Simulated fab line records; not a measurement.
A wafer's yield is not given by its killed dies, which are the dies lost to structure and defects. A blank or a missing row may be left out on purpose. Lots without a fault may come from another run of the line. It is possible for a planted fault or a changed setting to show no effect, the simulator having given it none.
What tool caused it? | flow n5_finfet | 24 lots, 72 wafers sampled, at 2 steps of a route of 1938

WHAT THE GAUGES READ, wafer by wafer
N5_BEOL_M1_CD_MEAS_18: pitch 36 nm, target cd 18 nm. Usual: cd_nm reads 18.0 nm (standard deviation 0.34).
lot  | measured     | on        | cd_nm (nm)     | flag
L074 | day 6 03:40  | cd_sem-03 | 17.9 17.6 17.7 |
L075 | day 6 16:16  | cd_sem-03 | 17.9 17.4 18.3 |
L076 | day 6 22:59  | cd_sem-01 | 18.5 18.3 18.2 |
L077 | day 6 23:10  | cd_sem-03 | 18.2 17.7 17.6 |
L078 | day 6 23:36  | cd_sem-02 | 18.4 17.8 18.1 |
L079 | day 7 09:43  | cd_sem-01 | 18.1 17.9 18.0 |
L080 | day 7 22:05  | cd_sem-02 | 18.5 17.6 17.8 |
L081 | day 7 22:21  | cd_sem-03 | 17.9 18.4 18.4 |
L082 | day 8 05:19  | cd_sem-02 | 17.7 18.0 17.8 |
L083 | day 8 05:34  | cd_sem-02 | 18.1 18.0 18.3 |
L084 | day 8 21:35  | cd_sem-02 | 18.1 17.7 18.0 |
L085 | day 9 03:09  | cd_sem-01 | 18.9 18.4 18.0 |
L086 | day 9 06:07  | cd_sem-02 | 18.4 17.9 17.6 |
L088 | day 9 14:28  | cd_sem-01 | 18.1 18.1 18.2 |
L087 | day 9 16:07  | cd_sem-01 | 17.9 17.8 18.1 |
L089 | day 10 02:43 | cd_sem-02 | 17.8 18.0 17.3 |
L090 | day 10 03:15 | cd_sem-03 | 18.1 17.5 18.2 |
L092 | day 10 09:07 | cd_sem-01 | 17.5 17.1 18.5 |
L091 | day 10 09:10 | cd_sem-01 | 18.4 18.0 18.4 |
L093 | day 10 22:01 | cd_sem-02 | 18.0 17.6 18.4 |
L094 | day 11 00:57 | cd_sem-01 | 18.0 18.2 17.7 |
L095 | day 11 08:10 | cd_sem-03 | 17.9 17.9 17.6 |
L096 | day 11 18:03 | cd_sem-02 | 18.1 18.0 18.0 |
L097 | day 11 23:22 | cd_sem-02 | 18.0 18.3 18.1 |

N5_BEOL_M1_CD_MEAS_28: target cd y 23.3 nm. Usual: cd_nm reads 24.00 nm (standard deviation 0.27).
lot  | measured     | on        | cd_nm (nm)        | flag
L074 | day 6 03:59  | cd_sem-03 | 24.30 24.18 24.24 |
L075 | day 6 16:35  | cd_sem-03 | 23.74 23.64 23.86 |
L076 | day 6 23:25  | cd_sem-03 | 23.80 24.11 23.99 |
L077 | day 6 23:29  | cd_sem-01 | 24.20 24.07 24.28 |
L078 | day 7 00:03  | cd_sem-02 | 23.97 23.69 23.42 |
L079 | day 7 10:09  | cd_sem-03 | 23.99 24.07 23.87 |
L080 | day 7 22:32  | cd_sem-02 | 23.92 23.99 24.01 |
L081 | day 7 22:47  | cd_sem-03 | 23.93 23.63 23.90 |
L082 | day 8 05:38  | cd_sem-03 | 24.70 24.08 24.28 |
L083 | day 8 05:53  | cd_sem-03 | 24.37 23.96 23.88 |
L084 | day 8 22:02  | cd_sem-02 | 24.12 23.73 23.77 |
L085 | day 9 03:28  | cd_sem-01 | 23.70 24.14 23.55 |
L086 | day 9 06:26  | cd_sem-01 | 24.03 24.48 23.77 |
L088 | day 9 14:55  | cd_sem-02 | 23.87 23.94 23.79 |
L087 | day 9 16:28  | cd_sem-03 | 23.98 23.29 23.61 |
L089 | day 10 03:02 | cd_sem-02 | 23.96 23.80 24.07 |
L090 | day 10 03:34 | cd_sem-03 | 23.69 24.10 23.72 |
L092 | day 10 10:38 | cd_sem-02 | 24.19 24.39 23.82 |
L091 | day 10 10:44 | cd_sem-02 | 24.15 24.24 24.61 |
L093 | day 10 22:28 | cd_sem-03 | 23.98 23.95 24.11 |
L094 | day 11 01:23 | cd_sem-02 | 23.70 24.39 24.22 |
L095 | day 11 08:37 | cd_sem-02 | 24.25 24.06 23.92 |
L096 | day 11 18:22 | cd_sem-03 | 23.82 24.22 24.38 |
L097 | day 11 23:49 | cd_sem-03 | 23.58 23.81 23.43 |

WHICH TOOL RAN EACH LOT (tool, then ch and the chambers of the sampled wafers, then the start)
Record: no process step prior to these readings.

WHAT THE TOOLS THEMSELVES READ (means of the sampled wafers that have a number; where no wafer has one, the mark that the record gives instead)
The record holds no such reading with a usual standard deviation.

THE ANSWER, worked out from the rows above alone
Rule: lot off if the mean of its wafers having a number is beyond 3 standard deviations from the usual mean. Also off: a lot with no number at a reading for which 4 or more lots have one. All remaining lots with rows at the step are treated as sound. After the gauges, taken in route order, come the tools' own readings; for these a lot's mean is taken, as printed above. The first step at which some lot is off is used, and at that step the reading that is off furthest; a lot without a number counts as furthest.
None of the lots is off at any reading shown; this tells nothing.

WHAT THE SIMULATOR HAD PUT IN
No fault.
